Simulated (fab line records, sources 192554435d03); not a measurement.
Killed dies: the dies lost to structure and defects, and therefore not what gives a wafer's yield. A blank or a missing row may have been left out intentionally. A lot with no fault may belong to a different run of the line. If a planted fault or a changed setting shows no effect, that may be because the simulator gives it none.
Matching of chambers | flow n5 finfet | N5_GATE_CUT_HM_OPEN_40 on rie diel-05 has 4 sister chambers
The step chemistry C4F6/O2, target SiO2, target depth 139 nm, time 85.1 s. 4 wafers are shown with their chamber, then 10 later ones without.

== WAFERS WITH THEIR CHAMBER ==
wafer  | chamber | showerhead plenum p Torr (Torr)
L084.4 | 2       | 2.87
L086.6 | 3       | 2.80
L090.3 | 1       | 2.93
L090.5 | 0       | 2.81

== WAFERS WHOSE CHAMBER IS MISSING ==
wafer  | showerhead plenum p Torr (Torr)
L090.6 | 2.79
L094.1 | 2.79
L094.2 | 2.86
L094.4 | 2.81
L095.1 | 2.86
L095.4 | 2.81
L095.5 | 2.79
L096.1 | 2.81
L096.2 | 2.92
L096.3 | 2.86

== CHAMBER TAKEN BY EACH ==
wafer  | from the rows above     | in truth
L090.6 | can't be placed: 3 or 0 | 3
L094.1 | can't be placed: 3 or 0 | 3
L094.2 | 2                       | 2
L094.4 | can't be placed: 0 or 3 | 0
L095.1 | 2                       | 2
L095.4 | can't be placed: 0 or 3 | 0
L095.5 | can't be placed: 3 or 0 | 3
L096.1 | can't be placed: 0 or 3 | 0
L096.2 | 1                       | 1
L096.3 | 2                       | 2
Placed correctly: 4 of 10. From these rows, 6 cannot be placed; in 6 the true chamber is one of the candidates. Wrongly placed: 0.
How it was worked out, from the rows above alone: a wafer's distance from a chamber is the root of the sum, over the readings, of the square of ((its reading less the chamber's mean) divided by the reading's scatter). If the next closest chamber is less than 2 further off than the closest, the wafer can't be placed; otherwise it belongs to the closest. For every chamber, the mean is computed from those of its wafers that are shown. The scatter: with one shown wafer a chamber, the root of the mean of the squares of how far each hidden wafer lies from its nearest shown one.
